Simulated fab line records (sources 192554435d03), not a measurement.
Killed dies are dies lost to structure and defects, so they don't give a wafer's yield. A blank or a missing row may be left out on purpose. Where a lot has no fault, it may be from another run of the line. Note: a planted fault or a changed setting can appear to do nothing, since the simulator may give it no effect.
Split-lot study	flow n5_finfet	route with 1938 steps; 7 lots, 21 wafers read

## ABOUT THE SPLIT
At N5_WELL_APT_EXPOSE_05 (exposes mask NWELL, defocus 0 nm, target cd 200 nm), the setting dose_mj was moved away from the recipe's 20.3 on 7 of the 21 wafers read, by -6.9% to +5.2%. The other wafers ran this setting at the recipe's value.

## FROM THE SPLIT TO THE READING: what the file shows between them, 3 steps
- N5_WELL_APT_PEB_06: peb time 90 s
- N5_WELL_APT_DEVELOP_07: develop time 45 s
- N5_WELL_APT_HARDBAKE_12: time 120 s

## THE READING
cd_nm at N5_WELL_APT_CD_MEAS_08, given in nm (cd target 200 nm). Fault-free wafers of this fab line usually give 200.1 nm, standard deviation 1.9 nm.

wafer	tool, chamber at the split	dose_mj as run	against the recipe	cd_nm, nm	against lot-mates on the recipe
L078.1	krf_scanner-02, 0	20.3	recipe	201.1	-
L078.4	krf_scanner-02, 0	19.13	-5.8%	190.1	-11.0
L078.5	krf_scanner-02, 0	19.13	-5.8%	190.4	-10.7
L081.4	krf_scanner-02, 0	20.3	recipe	202.3	-
L081.5	krf_scanner-02, 0	20.3	recipe	202.1	-
L081.6	krf_scanner-02, 0	21.34	+5.1%	208.6	+6.4
L082.1	krf_scanner-01, 0	20.3	recipe	197.1	-
L082.2	krf_scanner-01, 0	20.3	recipe	195.4	-
L082.6	krf_scanner-01, 0	20.3	recipe	197.0	-
L085.2	krf_scanner-02, 0	20.3	recipe	200.5	-
L085.5	krf_scanner-02, 0	20.3	recipe	200.7	-
L085.6	krf_scanner-02, 0	18.89	-6.9%	190.5	-10.1
L090.1	krf_scanner-01, 0	20.3	recipe	198.9	-
L090.3	krf_scanner-01, 0	21.35	+5.2%	210.2	+11.3
L090.5	krf_scanner-01, 0	21.35	+5.2%	207.0	+8.1
L091.3	krf_scanner-01, 0	20.3	recipe	203.2	-
L091.4	krf_scanner-01, 0	21.07	+3.8%	208.8	+6.6
L091.6	krf_scanner-01, 0	20.3	recipe	201.2	-
L094.1	krf_scanner-02, 0	20.3	recipe	202.8	-
L094.2	krf_scanner-02, 0	20.3	recipe	201.3	-
L094.4	krf_scanner-02, 0	20.3	recipe	200.1	-

FIT RESULTS
A straight line over all 21 wafers: cd_nm changes by +1.65 nm for each +1% of dose_mj; r = +0.93; the points scatter about the line by 2.1 nm.
The same after taking each lot's own level away (the mean of its wafers on the recipe; 21 wafers): +1.69 nm for each +1%; r = +0.98; scatter 1.1 nm.
On that fit, the largest move of dose_mj shifts the reading by 12 nm.
Measured against the standard deviation above, the lots' own levels, which go from 196.50 to 202.20 nm, span 3.0 times it.
Hence the lot-to-lot level has little effect on the slope; both slopes agree.
Check: for one of the wafers moved furthest among these (-6.9%), held out of the fit, the line's prediction against its lot-mates is -12.5 nm. Against them it came out at -10.1 nm.

## OTHER SPLITS APPLIED TO THESE WAFERS
These wafers also went through other splits before the reading. Each is held against what the fit with the lots' levels taken away leaves over:
other split on the same wafers	wafers away from the commonest value	r with cd_nm (lot level and that fit taken away)
N5_ZERO_LAYER_COAT_05 spin_rpm	3	+0.45
N5_ZERO_LAYER_PEB_09 peb_time_s	as run: not given for these wafers	-

## THE WHOLE CHAIN: every reading that the file lists as answering this split, in the file's order
step	what it does	reading	change (the file's fit)	r (the file's)
N5_WELL_APT_CD_MEAS_08	target cd 200 nm	cd_nm	+1.61 nm for each +1% of the setting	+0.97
N5_WELL_APT_DESCUM_13	chemistry O2, time 7.9 s	WELL_APT.cd_nm (the simulator's own value, which no gauge read)	+1.62 nm for each +1% of the setting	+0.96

## THE FILE'S OWN FIT
cd_nm changes by +1.61 nm for each +1% of dose_mj, r = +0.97.
